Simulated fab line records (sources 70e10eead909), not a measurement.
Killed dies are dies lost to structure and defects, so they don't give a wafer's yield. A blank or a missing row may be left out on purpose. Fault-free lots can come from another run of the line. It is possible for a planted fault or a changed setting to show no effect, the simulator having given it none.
Chamber matching | flow nandHarc | 4 sister chambers for NHARC_A_STAIRCASE_TRIM_187 on rieDiel-13
The step chemistry O2, time 211.2 s. 8 wafers are shown with their chamber, then 9 later ones without.

== EACH WAFER AND ITS CHAMBER ==
wafer  | chamber | drypumpMotorCurrentA (A) | showerheadPlenumPTorr (Torr)
L078.1 | 0       | 5.9                      | 3.28
L082.3 | 2       | 5.8                      | 3.56
L089.3 | 1       | 6.2                      | 3.43
L089.4 | 2       | 5.8                      | 3.55
L089.6 | 3       | 6.4                      | 3.65
L088.3 | 3       | 6.3                      | 3.64
L088.4 | 0       | 5.9                      | 3.80
L088.5 | 1       | 6.2                      | 3.43

== WAFERS WITH NO CHAMBER GIVEN ==
wafer  | drypumpMotorCurrentA (A) | showerheadPlenumPTorr (Torr)
L095.1 | 6.4                      | 3.64
L095.5 | 6.2                      | 3.43
L095.6 | 5.8                      | 3.79
L093.1 | 6.2                      | 3.43
L093.2 | 5.9                      | 3.79
L093.4 | 6.4                      | 3.64
L092.1 | 6.3                      | 3.64
L092.5 | 6.3                      | 3.43
L092.6 | 5.9                      | 3.79

== EACH ONE'S CHAMBER ==
wafer  | from the rows above     | in truth
L095.1 | 3                       | 3
L095.5 | 1                       | 1
L095.6 | can't be placed: 2 or 0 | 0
L093.1 | 1                       | 1
L093.2 | can't be placed: 0 or 2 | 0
L093.4 | 3                       | 3
L092.1 | can't be placed: 3 or 1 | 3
L092.5 | can't be placed: 3 or 1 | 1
L092.6 | can't be placed: 0 or 2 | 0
Correct placement for 4 of the 9. Unplaceable from these rows: 5, with the true chamber sitting among the candidates in 5. 0 placed wrongly.
How it was worked out, from the rows above alone: a wafer's distance from a chamber is the root of the sum, over the readings, of the square of ((its reading less the chamber's mean) divided by the reading's scatter). The wafer belongs to the nearest chamber; if the next one is less than 2 further off, it can't be placed. Each chamber's mean is taken over the wafers shown for it. The scatter: take each reading less its chamber's mean, square it, sum over the shown wafers, divide by the number of wafers less the number of chambers, and take the root.
